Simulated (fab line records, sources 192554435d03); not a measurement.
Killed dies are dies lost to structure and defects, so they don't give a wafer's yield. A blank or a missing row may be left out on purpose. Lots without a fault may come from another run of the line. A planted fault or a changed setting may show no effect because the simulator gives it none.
fab line records | flow n5_finfet
record lots=24 wafers=72 last_day=17
route steps=1938 shown BEOL_M10@1513 BEOL_M11@1550 BEOL_M12@1602
lots that met no fault: from a run of the same line without faults
start_h: hours from the record's first day to the start of the lot's first wafer shown | wait_h: hours since the lot's step before | " the same as in the row above | L1.1+2: a row that stands for several wafers | - no value, or no start given | * or withheld: withheld | < > ~ a bound
route shown NAME@n: a module of which the file shows steps, and the number in the route of the first | usual: mean/standard deviation of fault-free wafers | same: alike in all rows | chamber/n: place in a boat | sites: the reading at each site | _std_site: their standard deviation | _edge_site: outer sites' mean less inner sites' | radius_mm: how far each site lies from the wafer's centre | mask NAME#n: copy n | behind: the tool/chamber that last shaped the wafer | hold: why the lot was held/for how many hours/how that ended | device: the transistor (n, p or np) that didn't switch | end of line: the same wafers' tests at the end of the route | a step without rows: its recipe alone | killed: dies lost to structure and defects at the first sort, not the wafer's yield | map: a wafer's dies, x killed, . not, _ none there
set.NAME: the setting as run; set.NAME@STEP: as run at that earlier step | model.NAME: the simulator's own value behind a step, which no gauge read
steps of the route over a sample of lots; a table a step, a row a wafer
services: from which hour (start_h, from the record's first day; less than 0 if before it) a tool's chamber was out of use, for how many hours, and why
## steps
# step N5_BEOL_M10_ETCH_41
# recipe chemistry=CH3F/O2 target=SiCN target_depth_a=426 taper_deg=2 time_s=86 ion_energy_ev=120 mask_material=TiN pressure_mtorr=30 source_w=395 bias_w=75 Ar_flow_sccm=150 CH3F_flow_sccm=30 O2_flow_sccm=20
# usual drypump_motor_current_A=5.7/0.52 oes_product_au=0.78/0.09 rf_vpp_V=296.7/1.8 showerhead_plenum_p_Torr=1.97/0.074 throttle_valve_pct=16.41/0.23
# columns lot.wafer tool chamber start_h wait_h drypump_motor_current_A oes_product_au rf_hours_counter_h rf_vpp_V showerhead_plenum_p_Torr throttle_valve_pct
L074.1 rie_diel-04 0 - - 6.0 0.75 147 299.0 2.09 16.47
L074.2 " 3 " " 4.9 0.71 173 295.6 1.92 16.62
L074.4 " 1 " " 5.8 0.85 61 296.7 2.04 16.53
L075.1 rie_diel-04 1 - - 5.8 0.84 63 297.8 2.04 16.55
L075.3 " 3 " " 4.9 0.71 176 295.8 1.92 16.62
L075.4 " 0 " " 6.1 0.74 150 298.8 2.09 16.50
L076.2 rie_diel-06 0 - - 6.4 0.97 7 298.2 1.97 16.06
L076.3 " 3 " " 5.1 0.88 32 296.3 1.96 16.16
L076.5 " 0 " " 6.4 0.97 - 298.6 1.97 16.09
L080.3 rie_diel-04 1 - - 5.8 0.82 72 298.2 2.03 16.56
L080.4 " 2 " " 4.9 0.68 230 299.0 2.06 16.54
L080.5 " 1 " " 5.8 0.83 - 298.6 2.03 16.56
L077.2 rie_diel-06 3 - - 5.1 0.88 36 295.9 1.95 16.15
L077.5 " 3 " " 5.1 0.88 - 296.3 1.95 16.13
L077.6 " 0 " " 6.4 0.96 - 296.0 1.97 16.08
L079.1 rie_diel-05 0 - - 5.8 0.71 209 297.0 1.97 16.66
L079.3 " 2 " " 6.5 0.77 156 295.8 1.98 16.23
L079.4 " 0 " " 5.7 0.72 - 296.4 1.97 16.66
L081.1 rie_diel-06 1 - - 5.6 0.72 209 293.8 1.83 16.61
L081.5 " 3 " " 5.1 0.87 - 296.6 1.95 16.15
L081.6 " 0 " " 6.5 0.95 - 297.8 1.97 16.07
L078.1 rie_diel-06 3 - - 5.1 0.86 40 295.8 1.95 16.15
L078.5 " 0 " " 6.4 0.94 - 297.0 1.97 16.09
L078.6 " 3 " " 5.1 0.87 - 296.2 1.95 16.14
L082.3 rie_diel-04 1 - - 5.8 0.82 78 298.5 2.03 16.57
L082.4 " 0 " " 6.0 0.73 164 297.8 2.08 16.52
L082.6 " 0 " " 6.0 0.72 - 298.7 2.08 16.52
L083.2 rie_diel-05 0 - - 5.7 0.71 218 297.1 1.97 16.66
L083.4 " 1 " " 6.1 0.71 228 294.2 1.87 16.62
L083.5 " 2 " " 6.5 0.76 - 296.9 1.98 16.25
L084.2 rie_diel-05 0 - - 5.7 0.71 221 297.6 1.96 16.68
L084.5 " 2 " " 6.5 0.77 - 297.3 1.98 16.25
L084.6 " 1 " " 6.1 0.71 - 296.4 1.87 16.62
L085.2 rie_diel-05 2 - - 6.5 0.76 175 296.6 1.98 16.27
L085.3 " 3 " " 5.4 0.74 211 296.3 1.98 16.47
L085.4 " 0 " " 5.7 0.70 227 297.1 1.96 16.70
L087.4 rie_diel-06 2 - - 5.6 0.85 61 298.9 2.01 16.04
L087.5 " 1 " " 5.6 0.70 - 293.8 1.82 16.67
L087.6 " 2 " " 5.6 0.84 - 297.6 2.01 16.04
L086.1 rie_diel-04 2 - - 4.9 0.66 248 297.5 2.06 16.59
L086.3 " 1 " " 5.8 0.80 91 297.9 2.03 16.59
L086.4 " 0 " " 6.0 0.71 177 298.1 2.08 16.52
L089.1 rie_diel-06 0 - - 6.5 0.91 30 296.0 1.97 16.11
L089.3 " 1 " " 5.6 0.70 229 292.9 1.82 16.65
L089.4 " 2 " " 5.6 0.85 65 297.9 2.01 16.07
L091.2 rie_diel-04 3 - - 4.9 0.69 203 296.5 1.91 16.70
L091.3 " 0 " " 6.0 0.71 179 299.3 2.08 16.55
L091.5 " 1 " " 5.8 0.80 - 297.5 2.03 16.62
L088.3 rie_diel-06 2 - - 5.6 0.85 67 298.3 2.01 16.05
L088.5 " 1 " " 5.6 0.70 - 293.0 1.82 16.65
L088.6 " 2 " " 5.6 0.85 - 297.6 2.01 16.06
L090.1 rie_diel-05 3 - - 5.4 0.74 217 296.7 1.98 16.49
L090.4 " 2 " " 6.5 0.76 182 297.8 1.97 16.26
L090.6 " 0 " " 5.7 0.70 - 296.5 1.96 16.70
L093.3 rie_diel-04 0 - - 6.0 0.71 184 298.0 2.08 16.52
L093.4 " 0 " " 6.0 0.72 - 299.8 2.08 16.53
L093.5 " 1 " " 5.8 0.81 - 299.0 2.03 16.60
L092.4 rie_diel-06 3 - - 5.1 0.83 67 295.9 1.94 16.21
L092.5 " 3 " " 5.1 0.82 - 296.0 1.94 16.22
L092.6 " 2 " " 5.6 0.83 - 297.2 2.01 16.06
L094.1 rie_diel-05 3 - - 5.4 0.71 233 296.3 1.98 16.50
L094.4 " 0 " " 5.7 0.69 249 296.9 1.96 16.73
L094.6 " 0 " " 5.7 0.69 - 295.8 1.96 16.73
L096.1 rie_diel-05 1 - - 6.1 0.97 8 299.4 2.11 16.27
L096.3 " 2 " " 6.5 0.74 206 297.1 1.97 16.33
L096.5 " 1 " " 6.1 0.96 - 298.5 2.11 16.25
L097.3 rie_diel-06 2 - - 5.6 0.82 86 297.9 2.00 16.09
L097.4 " 2 " " 5.6 0.83 - 297.8 2.00 16.09
L097.6 " 3 " " 5.1 0.82 - 296.2 1.94 16.21
L095.1 rie_diel-05 1 - - 6.1 0.95 10 299.4 2.11 16.27
L095.3 " 0 " " 5.7 0.98 1 295.4 1.95 16.25
L095.4 " 3 " " 5.4 0.70 243 297.3 1.97 16.52
# step N5_BEOL_M11_OVL_MEAS_12
# recipe points_per_wafer=44
# usual M11_OVL=-0.3/0.76
# columns lot.wafer tool chamber start_h wait_h M11_OVL[nm]
L074.1 overlay-01 0 228.53 0.0 0.7
L074.2 " 0 " " -1.5
L074.4 " 0 " " -1.6
L075.1 overlay-01 0 234.21 0.0 1.4
L075.3 " 0 " " 1.4
L075.4 " 0 " " 0.7
L076.2 overlay-01 0 247.54 0.0 -0.9
L076.3 " 0 " " -1.1
L076.5 " 0 " " -0.9
L080.3 overlay-02 0 256.91 0.0 0.0
L080.4 " 0 " " 0.4
L080.5 " 0 " " -0.1
L077.2 overlay-01 0 257.13 0.0 -0.1
L077.5 " 0 " " -1.0
L077.6 " 0 " " -0.3
L079.1 overlay-01 0 257.42 0.0 -0.7
L079.3 " 0 " " 0.1
L079.4 " 0 " " -1.4
L081.1 overlay-02 0 260.90 0.0 -0.3
L081.5 " 0 " " 0.2
L081.6 " 0 " " -0.9
L078.1 overlay-02 0 265.20 0.0 -1.6
L078.5 " 0 " " -1.4
L078.6 " 0 " " -1.6
L082.3 overlay-01 0 271.17 0.0 1.4
L082.4 " 0 " " -0.1
L082.6 " 0 " " -0.1
L083.2 overlay-01 0 279.64 0.0 -1.3
L083.4 " 0 " " -0.2
L083.5 " 0 " " -0.3
L084.2 overlay-02 0 286.94 0.0 0.2
L084.5 " 0 " " -0.6
L084.6 " 0 " " -0.5
L085.2 overlay-01 0 304.04 0.0 0.9
L085.3 " 0 " " 0.2
L085.4 " 0 " " -0.6
L087.4 overlay-02 0 305.46 0.0 -0.4
L087.5 " 0 " " 0.2
L087.6 " 0 " " -1.4
L086.1 overlay-01 0 312.45 0.0 -1.6
L086.3 " 0 " " -0.8
L086.4 " 0 " " -0.5
L089.1 overlay-01 0 313.67 0.0 0.1
L089.3 " 0 " " -0.6
L089.4 " 0 " " 0.3
L091.2 overlay-02 0 316.76 0.0 0.0
L091.3 " 0 " " -0.5
L091.5 " 0 " " -0.5
L090.1 overlay-01 0 320.65 0.0 -0.1
L090.4 " 0 " " 0.5
L090.6 " 0 " " 0.2
L088.3 overlay-01 0 321.76 0.0 -0.4
L088.5 " 0 " " -1.2
L088.6 " 0 " " -0.2
L093.3 overlay-02 0 327.99 0.0 -0.4
L093.4 " 0 " " -0.3
L093.5 " 0 " " -0.8
L092.4 overlay-02 0 349.06 0.0 -0.5
L092.5 " 0 " " 0.8
L092.6 " 0 " " -0.7
L094.1 overlay-01 0 349.10 0.0 -0.3
L094.4 " 0 " " -1.2
L094.6 " 0 " " -0.3
L096.1 overlay-02 0 368.75 0.0 0.2
L096.3 " 0 " " 0.5
L096.5 " 0 " " 0.5
L095.1 overlay-02 0 373.01 0.0 -0.4
L095.3 " 0 " " -1.2
L095.4 " 0 " " -0.6
L097.3 overlay-01 0 373.05 0.0 0.3
L097.4 " 0 " " -0.1
L097.6 " 0 " " -0.2
# step N5_BEOL_M11_ETCH_62
# recipe chemistry=N2/H2 target=SOC target_depth_a=1100 overetch_a=220 mask_material=SiARC temp_c=40 time_s=165 ion_energy_ev=200 pressure_mtorr=30 source_w=840 bias_w=150 n2_flow_sccm=200 h2_flow_sccm=200
# usual drypump_motor_current_A=5.5/0.5 oes_product_au=0.64/0.055 rf_vpp_V=525/3.3 showerhead_plenum_p_Torr=2.57/0.12 throttle_valve_pct=17.97/0.24
# columns lot.wafer tool chamber start_h wait_h drypump_motor_current_A oes_product_au rf_hours_counter_h rf_vpp_V showerhead_plenum_p_Torr throttle_valve_pct
L074.1 rie_diel-01 1 228.68 0.0 5.8 0.72 50 530 2.71 18.11
L074.2 " 2 " " 4.8 0.75 31 529 2.70 17.74
L074.4 " 3 " " 5.2 0.63 170 525 2.53 18.05
L075.1 rie_diel-02 0 234.57 0.0 5.3 0.62 184 523 2.55 18.24
L075.3 " 3 " " 5.6 0.71 69 528 2.67 17.65
L075.4 " 1 " " 4.9 0.60 217 520 2.40 17.52
L076.2 rie_diel-01 2 247.78 0.0 4.8 0.74 38 527 2.70 17.75
L076.3 " 0 " " 6.2 0.60 208 528 2.63 18.07
L076.5 " 2 " " 4.8 0.74 - 530 2.70 17.74
L080.3 rie_diel-01 0 257.08 0.0 6.2 0.59 211 526 2.63 18.08
L080.4 " 2 " " 4.8 0.75 40 529 2.70 17.75
L080.5 " 2 " " 4.8 0.74 - 527 2.70 17.76
L077.2 rie_diel-02 1 257.27 0.0 4.9 0.60 225 520 2.40 17.52
L077.5 " 1 " " 4.9 0.60 - 520 2.40 17.52
L077.6 " 0 " " 5.3 0.62 - 523 2.54 18.27
L079.1 rie_diel-01 3 257.57 0.0 5.2 0.62 179 525 2.53 18.08
L079.3 " 1 " " 5.8 0.70 61 528 2.70 18.13
L079.4 " 0 " " 6.1 0.59 211 527 2.63 18.07
L081.1 rie_diel-02 3 261.34 0.0 5.6 0.70 79 527 2.66 17.66
L081.5 " 0 " " 5.3 0.60 - 524 2.54 18.26
L081.6 " 1 " " 4.9 0.59 - 520 2.40 17.52
L078.1 rie_diel-01 1 265.38 0.0 5.9 0.71 63 528 2.70 18.14
L078.5 " 0 " " 6.2 0.59 - 526 2.63 18.07
L078.6 " 3 " " 5.2 0.62 - 524 2.53 18.06
L082.3 rie_diel-02 2 271.52 0.0 6.1 0.64 139 519 2.33 18.10
L082.4 " 3 " " 5.6 0.70 82 528 2.66 17.69
L082.6 " 1 " " 4.9 0.59 - 520 2.40 17.52
L083.2 rie_diel-01 3 279.78 0.0 5.2 0.62 185 525 2.52 18.08
L083.4 " 0 " " 6.2 0.59 217 527 2.63 18.07
L083.5 " 3 " " 5.2 0.62 - 524 2.52 18.08
L084.2 rie_diel-03 3 287.08 0.0 5.9 0.64 139 527 2.66 17.98
L084.5 " 1 " " 5.2 0.60 - 524 2.52 18.14
L084.6 " 2 " " 6.4 0.61 - 526 2.64 17.77
L085.2 rie_diel-01 0 304.18 0.0 6.2 0.59 224 526 2.63 18.10
L085.3 " 2 " " 4.8 0.73 53 528 2.69 17.77
L085.4 " 3 " " 5.2 0.62 192 524 2.52 18.11
L087.4 rie_diel-01 3 305.62 0.0 5.2 0.62 192 522 2.52 18.10
L087.5 " 3 " " 5.2 0.62 - 525 2.52 18.09
L087.6 " 0 " " 6.2 0.59 - 527 2.63 18.09
L086.1 rie_diel-01 3 312.59 0.0 5.2 0.62 194 525 2.52 18.11
L086.3 " 2 " " 4.8 0.73 56 527 2.69 17.79
L086.4 " 0 " " 6.2 0.58 227 526 2.63 18.08
L089.1 rie_diel-02 0 313.81 0.0 5.3 0.61 210 523 2.54 18.29
L089.3 " 3 " " 5.6 0.69 96 528 2.66 17.70
L089.4 " 2 " " 6.1 0.64 151 518 2.32 18.13
L091.2 rie_diel-02 2 317.33 0.0 6.1 0.63 153 518 2.32 18.12
L091.3 " 0 " " 5.3 0.60 212 524 2.53 18.30
L091.5 " 3 " " 5.6 0.69 - 528 2.66 17.70
L090.1 rie_diel-02 3 320.84 0.0 5.6 0.68 98 527 2.66 17.70
L090.4 " 2 " " 6.0 0.63 154 519 2.32 18.13
L090.6 " 0 " " 5.3 0.60 - 522 2.53 18.29
L088.3 rie_diel-01 2 321.90 0.0 4.8 0.72 60 529 2.69 17.80
L088.5 " 3 " " 5.2 0.62 - 523 2.52 18.12
L088.6 " 2 " " 4.8 0.72 - 528 2.69 17.79
L093.3 rie_diel-01 0 328.13 0.0 6.2 0.59 231 525 2.63 18.08
L093.4 " 2 " " 4.8 0.73 62 529 2.69 17.79
L093.5 " 2 " " 4.8 0.72 - 528 2.69 17.78
L092.4 rie_diel-02 0 349.27 0.1 5.3 0.60 - 524 2.53 18.31
L092.5 " 3 " " 5.7 0.68 - 529 2.65 17.71
L092.6 " 2 " " 6.0 0.62 - 519 2.32 18.13
L094.1 rie_diel-03 3 349.28 0.0 5.9 0.62 156 525 2.65 18.00
L094.4 " 2 " " 6.4 0.60 - 527 2.63 17.80
L094.6 " 0 " " 5.3 0.60 - 522 2.50 18.07
L096.1 rie_diel-03 3 369.01 0.0 5.8 0.61 164 526 2.65 18.02
L096.3 " 1 " " 5.2 0.59 207 523 2.51 18.18
L096.5 " 3 " " 5.8 0.62 - 527 2.65 18.01
L095.1 rie_diel-02 3 373.44 0.0 5.7 0.67 119 527 2.65 17.72
L095.3 " 0 " " 5.3 0.59 234 524 2.52 18.33
L095.4 " 2 " " 6.1 0.62 174 517 2.31 18.16
L097.3 rie_diel-03 0 373.46 0.0 5.3 0.59 238 524 2.49 18.09
L097.4 " 1 " " 5.2 0.59 208 523 2.51 18.19
L097.6 " 1 " " 5.2 0.60 - 523 2.51 18.18
# step N5_BEOL_M11_OCD_MEAS_38
# usual trench_depth_nm=146.8/2.3
# columns lot.wafer tool chamber start_h wait_h trench_depth_nm
L074.1 ocd-02 - 230.12 - 147.1
L074.2 " - " " 146.9
L074.4 " - " " 145.7
L075.1 ocd-02 - 237.09 - 143.7
L075.3 " - " " 143.4
L075.4 " - " " 148.9
L076.2 ocd-02 - 252.70 - 144.2
L076.3 " - " " 143.8
L076.5 " - " " 150.1
L077.2 ocd-02 - 260.10 - 146.0
L077.5 " - " " 142.6
L077.6 " - " " 145.8
L080.3 ocd-01 - 260.28 - 147.1
L080.4 " - " " 147.4
L080.5 " - " " 148.4
L079.1 ocd-01 - 260.58 - 143.9
L079.3 " - " " 145.5
L079.4 " - " " 150.5
L081.1 ocd-01 - 265.57 - 146.2
L081.5 " - " " 145.9
L081.6 " - " " 146.3
L078.1 ocd-02 - 267.00 - 147.6
L078.5 " - " " 146.5
L078.6 " - " " 147.7
L082.3 ocd-01 - 274.52 - 145.7
L082.4 " - " " 148.5
L082.6 " - " " 148.4
L083.2 ocd-02 - 282.62 - 145.2
L083.4 " - " " 146.0
L083.5 " - " " 142.2
L084.2 ocd-01 - 290.12 - 145.9
L084.5 " - " " 150.9
L084.6 " - " " 151.4
L085.2 ocd-02 - 305.74 - 148.0
L085.3 " - " " 145.1
L085.4 " - " " 147.8
L087.4 ocd-01 - 308.99 - 148.2
L087.5 " - " " 146.7
L087.6 " - " " 147.3
L089.1 ocd-01 - 316.45 - 153.1
L089.3 " - " " 146.6
L089.4 " - " " 153.8
L086.1 ocd-02 - 316.46 - 145.6
L086.3 " - " " 144.4
L086.4 " - " " 147.4
L091.2 ocd-01 - 319.89 - 145.5
L091.3 " - " " 146.7
L091.5 " - " " 147.6
L090.1 ocd-01 - 322.25 - 145.6
L090.4 " - " " 147.6
L090.6 " - " " 146.6
L088.3 ocd-01 - 324.46 - 147.5
L088.5 " - " " 147.7
L088.6 " - " " 145.6
L093.3 ocd-02 - 329.57 - 145.2
L093.4 " - " " 149.3
L093.5 " - " " 147.0
L092.4 ocd-01 - 350.92 - 146.2
L092.5 " - " " 143.2
L092.6 " - " " 145.8
L094.1 ocd-02 - 352.24 - 148.9
L094.4 " - " " 148.9
L094.6 " - " " 147.2
L096.1 ocd-02 - 372.42 - 146.1
L096.3 " - " " 151.0
L096.5 " - " " 151.3
L095.1 ocd-02 - 374.82 - 146.6
L095.3 " - " " 145.6
L095.4 " - " " 147.0
L097.3 ocd-01 - 374.86 - 145.7
L097.4 " - " " 148.8
L097.6 " - " " 152.7
# step N5_BEOL_M12_ILD_DEP_00
# recipe material=SiOC target_thk_a=6589.2 temp_c=350 precursor=DEMS/O2 pressure_torr=5 rf_w=500 time_s=130.7
# usual heater_power_w=488/84 showerhead_plenum_p_Torr=5.696/0.011 showerhead_vpp_V=1380/63 throttle_valve_pct=12.1/0.81
# columns lot.wafer tool chamber start_h wait_h heater_power_w showerhead_plenum_p_Torr showerhead_vpp_V throttle_valve_pct
L074.1 pecvd-01 0 233.20 0.0 567 5.697 1283 12.2
L074.2 " 1 " " 549 5.695 1327 13.5
L074.4 " 1 " " 590 5.686 1306 13.5
L075.1 pecvd-01 2 239.87 0.0 442 5.695 1442 11.3
L075.3 " 1 " " 572 5.689 1327 13.6
L075.4 " 1 " " 595 5.692 1302 13.4
L076.2 pecvd-04 0 257.75 0.0 315 5.697 1414 13.0
L076.3 " 1 " " 593 5.709 1403 13.1
L076.5 " 1 " " 480 5.714 1396 12.9
L080.3 pecvd-04 2 263.00 0.0 427 5.701 1432 10.9
L080.4 " 1 " " 587 5.709 1426 12.8
L080.5 " 2 " " 337 5.702 1380 10.7
L077.2 pecvd-04 2 263.19 0.0 377 5.691 1433 11.3
L077.5 " 0 " " 295 5.691 1399 13.0
L077.6 " 1 " " 478 5.718 1394 12.5
L079.1 pecvd-02 0 264.42 0.0 583 5.700 1313 12.3
L079.3 " 1 " " 504 5.698 1376 11.5
L079.4 " 0 " " 464 5.687 1342 12.2
L081.1 pecvd-04 1 268.32 0.0 519 5.701 1407 12.7
L081.5 " 0 " " 345 5.690 1431 13.2
L081.6 " 2 " " 395 5.697 1418 11.1
L078.1 pecvd-04 0 271.27 0.0 383 5.704 1406 13.1
L078.5 " 1 " " 584 5.694 1406 13.2
L078.6 " 0 " " 291 5.709 1435 13.0
L082.3 pecvd-02 0 277.23 0.1 514 5.701 1329 11.8
L082.4 " 1 " " 523 5.691 1390 11.8
L082.6 " 0 " " 551 5.680 1332 12.0
L083.2 pecvd-01 2 285.42 0.0 478 5.678 1464 11.4
L083.4 " 0 " " 560 5.680 1273 11.8
L083.5 " 1 " " 610 5.693 1308 13.7
L084.2 pecvd-01 0 292.89 0.0 557 5.682 1295 11.7
L084.5 " 0 " " 565 5.680 1281 11.8
L084.6 " 1 " " 564 5.687 1323 13.7
L085.2 pecvd-01 1 308.45 0.0 566 5.703 1307 13.5
L085.3 " 2 " " 429 5.703 1438 11.5
L085.4 " 0 " " 470 5.701 1300 11.7
L087.4 pecvd-04 0 312.23 0.1 324 5.712 1387 13.2
L087.5 " 2 " " 350 5.698 1423 11.2
L087.6 " 1 " " 595 5.712 1423 13.0
L089.1 pecvd-01 0 320.72 0.0 550 5.680 1279 12.0
L089.3 " 2 " " 460 5.701 1465 11.3
L089.4 " 0 " " 558 5.689 1281 11.7
L086.1 pecvd-02 0 320.80 0.0 558 5.677 1314 11.9
L086.3 " 1 " " 528 5.688 1360 11.6
L086.4 " 1 " " 449 5.699 1401 11.2
L091.2 pecvd-01 0 322.92 0.0 571 5.703 1276 12.2
L091.3 " 2 " " 476 5.681 1438 11.4
L091.5 " 2 " " 502 5.685 1479 11.7
L090.1 pecvd-01 2 325.71 0.0 501 5.711 1452 11.5
L090.4 " 0 " " 472 5.681 1297 12.0
L090.6 " 0 " " 523 5.700 1274 12.0
L088.3 pecvd-02 2 328.15 0.0 422 5.697 1423 11.8
L088.5 " 2 " " 449 5.710 1423 11.7
L088.6 " 0 " " 540 5.675 1318 11.7
L093.3 pecvd-04 1 331.88 0.0 530 5.717 1423 13.1
L093.4 " 0 " " 298 5.711 1400 12.9
L093.5 " 1 " " 551 5.711 1402 13.1
L092.4 pecvd-01 2 354.19 0.1 475 5.699 1436 11.5
L092.5 " 1 " " 614 5.695 1314 13.7
L092.6 " 0 " " 584 5.690 1280 11.6
L094.1 pecvd-01 1 354.53 0.0 565 5.677 1323 13.4
L094.4 " 1 " " 590 5.695 1284 13.4
L094.6 " 2 " " 398 5.698 1463 11.4
L096.1 pecvd-02 1 374.73 0.0 555 5.698 1397 11.5
L096.3 " 0 " " 519 5.682 1329 11.9
L096.5 " 0 " " 550 5.696 1344 12.4
L097.3 pecvd-01 1 378.53 0.0 539 5.693 1313 13.7
L097.4 " 2 " " 492 5.703 1458 11.5
L097.6 " 0 " " 577 5.674 1282 12.0
L095.1 pecvd-04 1 378.63 0.0 573 5.707 1410 13.1
L095.3 " 2 " " 421 5.705 1429 11.3
L095.4 " 0 " " 362 5.717 1419 13.4
# step N5_BEOL_M12_OVL_MEAS_11
# recipe points_per_wafer=44
# usual V11_OVL=-2/5.6
# columns lot.wafer tool chamber start_h wait_h V11_OVL[nm]
L074.1 overlay-01 0 233.81 0.0 -4
L074.2 " 0 " " -3
L074.4 " 0 " " 0
L075.1 overlay-01 0 240.46 0.0 -1
L075.3 " 0 " " -5
L075.4 " 0 " " -2
L076.2 overlay-01 0 258.34 0.0 2
L076.3 " 0 " " 3
L076.5 " 0 " " -1
L080.3 overlay-01 0 263.46 0.0 3
L080.4 " 0 " " 11
L080.5 " 0 " " 3
L077.2 overlay-01 0 263.66 0.0 -4
L077.5 " 0 " " 4
L077.6 " 0 " " 6
L079.1 overlay-02 0 265.01 0.0 -11
L079.3 " 0 " " -17
L079.4 " 0 " " -4
L081.1 overlay-01 0 268.78 0.0 -6
L081.5 " 0 " " 1
L081.6 " 0 " " -10
L078.1 overlay-02 0 271.86 0.0 -4
L078.5 " 0 " " 0
L078.6 " 0 " " -1
L082.3 overlay-01 0 277.83 0.0 -7
L082.4 " 0 " " -2
L082.6 " 0 " " 1
L083.2 overlay-01 0 285.90 0.0 -10
L083.4 " 0 " " -17
L083.5 " 0 " " -9
L084.2 overlay-01 0 293.49 0.0 -3
L084.5 " 0 " " 0
L084.6 " 0 " " -5
L085.2 overlay-02 0 309.04 0.0 1
L085.3 " 0 " " -2
L085.4 " 0 " " 7
L087.4 overlay-02 0 312.65 0.0 2
L087.5 " 0 " " -9
L087.6 " 0 " " 6
L089.1 overlay-01 0 321.24 0.0 -3
L089.3 " 0 " " 0
L089.4 " 0 " " -1
L086.1 overlay-01 0 321.40 0.0 -13
L086.3 " 0 " " -4
L086.4 " 0 " " -2
L091.2 overlay-01 0 323.56 0.0 -9
L091.3 " 0 " " -5
L091.5 " 0 " " -9
L090.1 overlay-02 0 326.35 0.0 3
L090.4 " 0 " " 3
L090.6 " 0 " " -5
L088.3 overlay-02 0 328.62 0.0 1
L088.5 " 0 " " 4
L088.6 " 0 " " -2
L093.3 overlay-01 0 332.47 0.0 -4
L093.4 " 0 " " -5
L093.5 " 0 " " -4
L092.4 overlay-02 0 354.73 0.0 -1
L092.5 " 0 " " 2
L092.6 " 0 " " 1
L094.1 overlay-02 0 355.12 0.0 -5
L094.4 " 0 " " 3
L094.6 " 0 " " 3
L096.1 overlay-02 0 375.20 0.0 -6
L096.3 " 0 " " -8
L096.5 " 0 " " -4
L097.3 overlay-02 0 379.12 0.0 -2
L097.4 " 0 " " -6
L097.6 " 0 " " -5
L095.1 overlay-01 0 379.28 0.0 -2
L095.3 " 0 " " 3
L095.4 " 0 " " 4
## services
# columns tool chamber start_h hours kind
rie_diel-03 0 215.28 6.4 repair
pecvd-01 1 216.04 4.4 repair
rie_diel-05 - 219.24 0.6 repair
rie_diel-06 - 226.50 4.3 pm
pecvd-02 - 228.51 0.7 repair
rie_diel-06 2 244.62 10.0 repair
rie_diel-05 1 249.20 16.5 repair
rie_diel-01 - 250.99 1.8 repair
pecvd-01 2 259.72 5.5 scheduled_down
pecvd-04 - 275.15 6.0 pm
pecvd-02 2 276.66 6.6 repair
rie_diel-04 3 277.18 5.2 repair
pecvd-02 - 286.30 0.9 repair
rie_diel-02 2 286.38 3.2 repair
pecvd-01 1 290.76 2.1 scheduled_down
pecvd-01 1 320.58 8.3 repair
rie_diel-03 3 322.36 15.4 repair
rie_diel-04 - 328.49 15.6 pm
pecvd-01 0 329.59 2.1 scheduled_down
rie_diel-03 1 337.77 14.5 repair
rie_diel-01 - 341.60 14.6 pm
pecvd-04 - 357.43 0.9 repair
pecvd-04 - 368.56 4.9 repair
rie_diel-04 3 371.95 7.3 repair
## key
fault none
